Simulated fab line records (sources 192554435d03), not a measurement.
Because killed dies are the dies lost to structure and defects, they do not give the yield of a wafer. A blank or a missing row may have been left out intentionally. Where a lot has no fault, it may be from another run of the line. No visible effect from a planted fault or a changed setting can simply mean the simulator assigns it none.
Which tool did it? | flow n5Finfet | 10 lots with 30 wafers sampled at 4 steps, on a route of 1938 steps

WHAT EACH GAUGE READ, for each wafer
N5_BEOL_M4_RC_MEAS_101.
lot  | measured     | on        | RC_P (ohm.um)
L843 | day 8 17:36  | prober-01 | 19.6 19.0 19.3
L844 | day 9 01:41  | prober-02 | 35.7 35.9 35.5
L845 | day 9 03:20  | prober-01 | 35.7 36.5 36.2
L847 | day 9 20:58  | prober-01 | 36.3 36.2 36.8
L857 | day 11 23:09 | prober-02 | 19.6 18.9 19.6
L859 | day 12 14:25 | prober-01 | 19.6 19.1 19.4
L861 | day 13 06:30 | prober-01 | 19.1 19.1 19.0
L862 | day 12 22:23 | prober-01 | 19.3 19.2 19.3
L863 | day 13 13:08 | prober-01 | 19.4 19.4 19.4
L864 | day 13 16:08 | prober-02 | 19.6 19.6 19.6

EACH LOT AND THE TOOL THAT RAN IT (in order: tool; ch and the chambers of the sampled wafers; start)
lot  | N5_GATE_CUT_CMP_61            | N5_MOL_CONTACT_COAG_IMPLANT_129 | N5_MOL_CONTACT_COAG_PRE_CLEAN_142
L843 | cmp-03 ch 1,3, day 5 07:48    | implanter-01 ch 0, day 5 08:53  | pvdSputter-03, day 5 13:51
L844 | cmp-04 ch 0,3, day 5 10:00    | implanter-01 ch 0, day 5 11:24  | pvdSputter-02, day 5 19:17
L845 | cmp-01 ch 1,3, day 5 18:55    | implanter-01 ch 0, day 5 20:28  | pvdSputter-02, day 6 00:05
L847 | cmp-03 ch 0,1,2, day 6 08:47  | implanter-01 ch 0, day 6 09:50  | pvdSputter-03, day 6 14:19
L857 | cmp-04 ch 0,1,3, day 8 13:53  | implanter-02 ch 0, day 8 15:16  | pvdSputter-02, day 8 20:47
L859 | cmp-04 ch 0,2,3, day 9 07:14  | implanter-02 ch 0, day 9 08:19  | pvdSputter-03, day 9 13:50
L861 | cmp-04 ch 0,1,2, day 9 14:40  | implanter-01 ch 0, day 9 15:52  | pvdSputter-03, day 9 22:52
L862 | cmp-03 ch 1,2,3, day 9 22:09  | implanter-02 ch 0, day 9 23:49  | pvdSputter-01, day 10 06:44
L863 | cmp-03 ch 0,1,2, day 10 02:03 | implanter-02 ch 0, day 10 03:19 | pvdSputter-02, day 10 10:10
L864 | cmp-01 ch 0,1, day 10 10:07   | implanter-02 ch 0, day 10 11:19 | pvdSputter-03, day 10 16:19
- N5_GATE_CUT_CMP_61: polishes, stops on SiNx, t overpolish 3 s.
- N5_MOL_CONTACT_COAG_IMPLANT_129
- N5_MOL_CONTACT_COAG_PRE_CLEAN_142: time 60 s.

THE ANSWER, worked out from the rows above alone
Rule: what is usual is taken from the lots themselves. The widest of any qualifying gaps counts: lots, ordered by their means at a reading, are off when they make up no more than a third of the lots, leave a main group of 4 or more, and stand apart from it by 3 or more times the standard deviation of that group's means. A main group whose means are all the same, to the digits that the tables above print for the reading, isn't used. A lot without any number at a reading at which 4 lots or more have one is off too. The other lots that the step has rows for count as sound.
Off: at N5_BEOL_M4_RC_MEAS_101 (RC_P), L844, L845, L847. The main group: mean 19.3 ohm.um, standard deviation 0.15.
If a tool, at a process step before that reading, ran all the lots that are off and no sound lot after the first of them, it fits. Gauges at N5_BEOL_M4_RC_MEAS_101: tried the same way as those tools. No candidate that was tried fits.

WHAT THE SIMULATOR HAD INSERTED
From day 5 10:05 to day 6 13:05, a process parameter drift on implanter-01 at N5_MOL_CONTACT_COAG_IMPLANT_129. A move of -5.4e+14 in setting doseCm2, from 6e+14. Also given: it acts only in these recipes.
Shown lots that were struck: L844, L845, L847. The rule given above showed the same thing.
